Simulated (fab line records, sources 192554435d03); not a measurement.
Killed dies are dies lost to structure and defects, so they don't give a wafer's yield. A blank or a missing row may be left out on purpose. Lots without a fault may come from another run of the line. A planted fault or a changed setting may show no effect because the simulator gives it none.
Chamber matching | flow n5_finfet | N5_BEOL_M14_DEP_53 on pecvd-02: 3 sister chambers
The step deposits SiCN from 3MS/NH3, target thk 50 nm, time 17.8 s. 6 wafers are shown with their chamber, then 12 later ones without.

WAFERS WITH THEIR CHAMBER
wafer  | chamber | throttle_valve_pct (%) | showerhead_plenum_p_Torr (Torr)
L091.6 | 1       | 17.5                   | 4.145
L092.3 | 2       | 16.9                   | 4.161
L092.5 | 1       | 17.6                   | 4.140
L093.2 | 0       | 17.8                   | 4.141
L093.3 | 0       | 17.6                   | 4.149
L093.4 | 2       | 17.0                   | 4.163

WAFERS WITHOUT THEIR CHAMBER
wafer  | throttle_valve_pct (%) | showerhead_plenum_p_Torr (Torr)
L095.2 | 17.0                   | 4.159
L095.5 | 17.8                   | 4.156
L095.6 | 16.9                   | 4.169
L094.3 | 16.8                   | 4.167
L094.5 | 17.0                   | 4.164
L094.6 | 17.9                   | 4.140
L096.1 | 17.0                   | 4.155
L096.2 | 17.8                   | 4.154
L096.5 | 17.7                   | 4.155
L097.3 | 18.0                   | 4.137
L097.4 | 16.5                   | 4.135
L097.5 | 17.1                   | 4.169

WHICH CHAMBER EACH WENT THROUGH
wafer  | from the rows above     | in truth
L095.2 | 2                       | 2
L095.5 | can't be placed: 0 or 1 | 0
L095.6 | 2                       | 2
L094.3 | 2                       | 2
L094.5 | 2                       | 2
L094.6 | can't be placed: 0 or 1 | 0
L096.1 | 2                       | 2
L096.2 | can't be placed: 0 or 1 | 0
L096.5 | can't be placed: 0 or 1 | 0
L097.3 | can't be placed: 0 or 1 | 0
L097.4 | 2                       | 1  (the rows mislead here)
L097.5 | 2                       | 2
Placed correctly: 6 of 12. Can't be placed from these rows: 5 (the true chamber is among the candidates in 5). Placed wrongly: 1.
How it was worked out, from the rows above alone: a wafer's distance from a chamber is the root of the sum, over the readings, of the square of ((its reading less the chamber's mean) divided by the reading's scatter). The wafer belongs to the nearest chamber; if the next one is less than 2 further off, it can't be placed. A chamber's mean is the mean of its shown wafers. The scatter: the root of (the sum of the squares of (reading less its chamber's mean) over the shown wafers, divided by (wafers less chambers)).
